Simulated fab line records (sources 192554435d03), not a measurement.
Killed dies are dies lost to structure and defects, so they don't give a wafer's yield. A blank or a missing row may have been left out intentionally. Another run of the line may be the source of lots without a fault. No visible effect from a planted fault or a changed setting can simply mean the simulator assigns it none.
Comparing a struck lot with a sound one / flow n5 finfet / 41 out of 1938 route steps
Sound: these wafers, L691.2, L691.3, L691.5. Wafers struck: L690.1, L690.3, L690.4. At the end, the cause is stated.
Each step with rows lists, per side, the tool, then ch with its chambers, then its first start. Under that, the readings that differ: sound wafers / struck wafers / difference of the means / sigmas: that difference in standard deviations of wafers without a fault.
alike: a reading whose means differ by less than 2 such deviations, as well as words and numbers matching on both sides. not compared: withheld readings; readings where some wafer has no value; bounds like >300 that might hide an equal value; numbers whose values overlap and for which the record gives no deviation.
A row with sigmas, a row that says differs or no value, or rows on one side alone: a step with any of these is where the two part. Numbers that have no deviation but don't overlap get no sigmas and don't part them. Lack of a reading on every wafer of one side parts them only where that side has two or more wafers.

first, 11 steps without rows for these wafers: N5_HKMG_FIN_PRECLEAN_64 (cleans in dHF, time 30 s); N5_HKMG_FIN_WET_ETCH_65 (etches a-Si in TMAH, stops on TiN, time 49 s, target depth 3 nm); N5_HKMG_FIN_WET_ETCH_81 (etches TiN in SC1, stops on HfO2, time 57 s, target depth 6 nm); N5_HKMG_FIN_WET_ETCH_82 (etches La2O3 in dHCl, stops on HfO2, target depth 2 nm, rinse time 30 s); N5_HKMG_FIN_ALD_36 (deposits TiN, target thk 1 nm, pulse time 1 s, purge time 3 s); N5_HKMG_FIN_PWFM_ALD_03 (deposits TiN, target thk 2 nm, pulse time 1 s, purge time 3 s); N5_HKMG_FIN_COAT_29 (time 60 s, resist thk 300 nm); N5_HKMG_FIN_COAT_30 (time 60 s, resist thk 35 nm); N5_HKMG_FIN_COAT_06 (resist thk 90 nm); N5_HKMG_FIN_EBR_08; N5_HKMG_FIN_SOFTBAKE_07 (time 60 s).
N5_HKMG_FIN_EXPOSE_09: exposes mask NWFM.
  sound on arfi scanner-02 ch 0, day 9 04:04; struck on arfi scanner-03 ch 0, day 8 22:47
reading=exposure dose mJ cm2; sound=39.19 39.18 39.21; struck=50.09 50.04 49.99; difference=+10.85; sigmas=+99 or more
  alike: mask, focus offset nm, reticle temp C
then, 2 steps without rows for these wafers: N5_HKMG_FIN_PEB_10 (peb time 60 s); N5_HKMG_FIN_DEVELOP_11 (develop time 30 s).
N5_HKMG_FIN_CD_MEAS_12: target cd 92.8 nm.
  sound on cd sem-02 ch 0, day 9 04:11; struck on cd sem-03 ch 0, day 8 22:55
reading=cd nm (nm); sound=92.2 92.8 92.9; struck=108.6 108.1 108.2; difference=+15.7; sigmas=+25
then, 24 steps without rows for these wafers: N5_HKMG_FIN_DESCUM_17 (chemistry O2, time 7.9 s); N5_HKMG_FIN_ETCH_31 (etches SiARC in CF4, target depth 45.5 nm, time 75.8 s); N5_HKMG_FIN_ETCH_32 (etches SOC in N2/H2, target depth 240 nm, time 300 s); N5_HKMG_FIN_STRIP_33 (strips in N2/H2); N5_HKMG_FIN_STRIP_34 (strips in CF4); N5_HKMG_FIN_ETCH_35 (etches SOC in N2/H2, target depth 215.8 nm, time 243.4 s); N5_HKMG_FIN_STRIP_92 (strips SOC in N2/H2, time 20 s); N5_HKMG_FIN_WET_ETCH_18 (etches TiN in SC1, time 55 s, target depth 5.2 nm, rinse time 30 s); N5_HKMG_FIN_STRIP_19 (strips in N2/H2, time 360 s); N5_HKMG_FIN_ALD_91 (deposits TiN, target thk 1 nm, pulse time 1 s, purge time 3 s); N5_HKMG_FIN_COAT_85 (time 60 s, resist thk 300 nm); N5_HKMG_FIN_ETCH_86 (etches SOC in N2/H2, stops on TiN, target depth 393.2 nm); N5_HKMG_FIN_STRIP_89 (strips SOC in N2/H2, time 20 s); N5_HKMG_FIN_WET_ETCH_87 (etches TiN in SC1, time 154.2 s, target depth 4.7 nm, rinse time 30 s); N5_HKMG_FIN_STRIP_88 (strips in N2/H2, time 360 s); N5_HKMG_FIN_NWFM_ALD_20 (deposits TiAlC, target thk 2 nm, pulse time 3 s, purge time 2 s); N5_HKMG_FIN_ALD_71 (deposits TiN, target thk 1 nm, pulse time 1 s, purge time 3 s); N5_HKMG_FIN_COAT_66 (time 60 s, resist thk 300 nm); N5_HKMG_FIN_ETCH_67 (etches SOC in N2/H2, stops on TiN, target depth 388.9 nm); N5_HKMG_FIN_STRIP_90 (strips SOC in N2/H2, time 20 s); N5_HKMG_FIN_WET_ETCH_73 (etches the open film in SC1, time 42.3 s, target depth 1.3 nm, rinse time 30 s); N5_HKMG_FIN_ETCHBACK_68 (etches the open film in Cl2/Ar, stops on HfO2, target depth 0.5 nm); N5_HKMG_FIN_STRIP_69 (strips in N2/H2, time 360 s); N5_HKMG_FIN_ALD_21 (deposits TiN, target thk 1.5 nm, pulse time 1 s, purge time 3 s).
-- here the record skips 5 days between the struck wafers' starts before and after, leaving off in module HKMG_FIN and picking up in module BEOL_M4 (first step shown: number 1111 of the route) --
N5_BEOL_M4_RC_MEAS_101:
  sound on prober-02 ch 0, day 13 08:22; struck on prober-02 ch 0, day 13 20:13
  alike: DIBL_N, DIBL_P, IOFF_N, IOFF_P, ION_N, ION_P, SS_N, SS_P, VT_N, VT_P
-- here the record skips 5 days between the struck wafers' starts before and after, leaving off in module BEOL_M4 and picking up in module PASSIVATION (first step shown: number 1936 of the route) --
N5_PASSIVATION_PROBE_49:
  struck on prober-02, day 18 14:52; sound on prober-01, day 17 20:33
reading=defect limited yield (%); sound=90.6 91.6 92.6; struck=49.5 61.4 55.6; difference=-36.1; sigmas=-24
reading=killed_at_M0_to_M3; sound=17 31 21; struck=44 53 77; difference=+35; sigmas=+3
reading=killed at front end; sound=50 37 42; struck=525 359 418; difference=+391; sigmas=+30
reading=killed dies; sound=111 99 87; struck=596 456 524; difference=+426; sigmas=+25
reading=killed on rim; sound=11 16 11; struck=138 124 129; difference=+118; sigmas=+31
reading=sort n pass; sound=1069 1081 1093; struck=584 724 656; difference=-426; sigmas=-24
reading=sort yield pct (%); sound=90.6 91.6 92.6; struck=49.5 61.4 55.6; difference=-36.1; sigmas=-24
  alike: killed_at_M4_up, killed at contacts, killed at other, killed open, killed short, sort_bin_5_function, sort_bin_6_memory

## WHERE THEY PART
Last at N5_PASSIVATION_PROBE_49 as far as this record goes, first at N5_HKMG_FIN_EXPOSE_09.

WHY: what had been put in by the simulator
Process parameter drift: arfi scanner-03, from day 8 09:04 on, at N5_HKMG_FIN_EXPOSE_09. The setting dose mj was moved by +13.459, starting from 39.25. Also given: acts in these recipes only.
